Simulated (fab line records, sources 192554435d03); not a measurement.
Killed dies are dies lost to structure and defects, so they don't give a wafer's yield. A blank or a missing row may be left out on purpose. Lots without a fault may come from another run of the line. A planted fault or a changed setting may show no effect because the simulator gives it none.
Chamber matching | flow n5_finfet | N5_HKMG_FIN_ALD_36 on ald_metal-01: 4 sister chambers
The step deposits TiN, target thk 1 nm, pulse time 1 s, purge time 3 s. 4 wafers are shown with their chamber, then 12 later ones without.

WAFERS WITH THEIR CHAMBER
wafer  | chamber | heater_power_w (W)
L085.5 | 3       | 931
L087.4 | 1       | 931
L090.1 | 0       | 839
L090.6 | 2       | 736

WAFERS WITHOUT THEIR CHAMBER
wafer  | heater_power_w (W)
L091.1 | 900
L091.4 | 744
L091.5 | 830
L092.1 | 898
L092.2 | 820
L092.3 | 734
L092.4 | 923
L092.5 | 757
L092.6 | 894
L097.2 | 929
L097.3 | 813
L097.6 | 766

WHICH CHAMBER EACH WENT THROUGH
wafer  | from the rows above          | in truth
L091.1 | can't be placed: 1 or 3 or 0 | 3
L091.4 | 2                            | 2
L091.5 | 0                            | 0
L092.1 | can't be placed: 1 or 3 or 0 | 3
L092.2 | 0                            | 0
L092.3 | 2                            | 2
L092.4 | can't be placed: 1 or 3      | 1
L092.5 | 2                            | 2
L092.6 | can't be placed: 1 or 3 or 0 | 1
L097.2 | can't be placed: 1 or 3      | 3
L097.3 | 0                            | 0
L097.6 | can't be placed: 2 or 0      | 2
Placed correctly: 6 of 12. Can't be placed from these rows: 6 (the true chamber is among the candidates in 6). Placed wrongly: 0.
How it was worked out, from the rows above alone: a wafer's distance from a chamber is the root of the sum, over the readings, of the square of ((its reading less the chamber's mean) divided by the reading's scatter). The wafer belongs to the nearest chamber; if the next one is less than 2 further off, it can't be placed. A chamber's mean is the mean of its shown wafers. The scatter: with one shown wafer a chamber, the root of the mean of the squares of how far each hidden wafer lies from its nearest shown one.
